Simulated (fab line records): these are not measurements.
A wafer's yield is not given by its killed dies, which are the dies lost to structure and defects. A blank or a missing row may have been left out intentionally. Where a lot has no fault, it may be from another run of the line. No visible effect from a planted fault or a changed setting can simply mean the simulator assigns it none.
Which tool is to blame? :: flow nand_harc :: 36 wafers sampled from 12 lots at 1 step of a route of 1159

WHAT EACH GAUGE READ, for each wafer
NHARC_P_GATE_CD_MEAS_59: target cd 720 nm.
lot: L076
measured: day 5 15:34
on: cd_sem-01
cd_nm (nm): 720.4 717.3 719.8

lot: L077
measured: day 6 00:11
on: cd_sem-02
cd_nm (nm): 716.6 719.5 718.7

lot: L078
measured: day 6 07:07
on: cd_sem-03
cd_nm (nm): 721.8 722.5 723.4

lot: L081
measured: day 7 04:48
on: cd_sem-01
cd_nm (nm): 717.7 718.1 718.7

lot: L083
measured: day 7 16:20
on: cd_sem-02
cd_nm (nm): 719.2 719.0 717.6

lot: L087
measured: day 8 11:34
on: cd_sem-01
cd_nm (nm): 719.4 717.8 718.8

lot: L086
measured: day 8 12:11
on: cd_sem-02
cd_nm (nm): 718.4 716.9 717.7

lot: L089
measured: day 9 04:26
on: cd_sem-03
cd_nm (nm): 720.8 721.4 720.6

lot: L090
measured: day 9 11:15
on: cd_sem-02
cd_nm (nm): 717.1 719.1 716.1

lot: L092
measured: day 9 22:46
on: cd_sem-01
cd_nm (nm): 718.5 718.5 719.0

lot: L097
measured: day 10 20:24
on: cd_sem-02
cd_nm (nm): 718.3 717.6 713.7

lot: L096
measured: day 11 04:50
on: cd_sem-02
cd_nm (nm): 716.3 717.7 719.6

EACH LOT AND THE TOOL THAT RAN IT (in order: tool; ch and the chambers of the sampled wafers; start)
The record holds no process step before these readings.

THE ANSWER, worked out from the rows above alone
Rule: usual is defined by the lots themselves. The widest of any qualifying gaps counts: lots, ordered by their means at a reading, are off when they make up no more than a third of the lots, leave a main group of 4 or more, and stand apart from it by 3 or more times the standard deviation of that group's means. Not used: any main group whose means are identical at the precision the tables above print for the reading. A lot without any number at a reading at which 4 lots or more have one is off too. The other lots that the step has rows for count as sound.
No lot is off at any reading shown: from this, nothing can be told.

WHAT HAD BEEN PUT IN BY THE SIMULATOR
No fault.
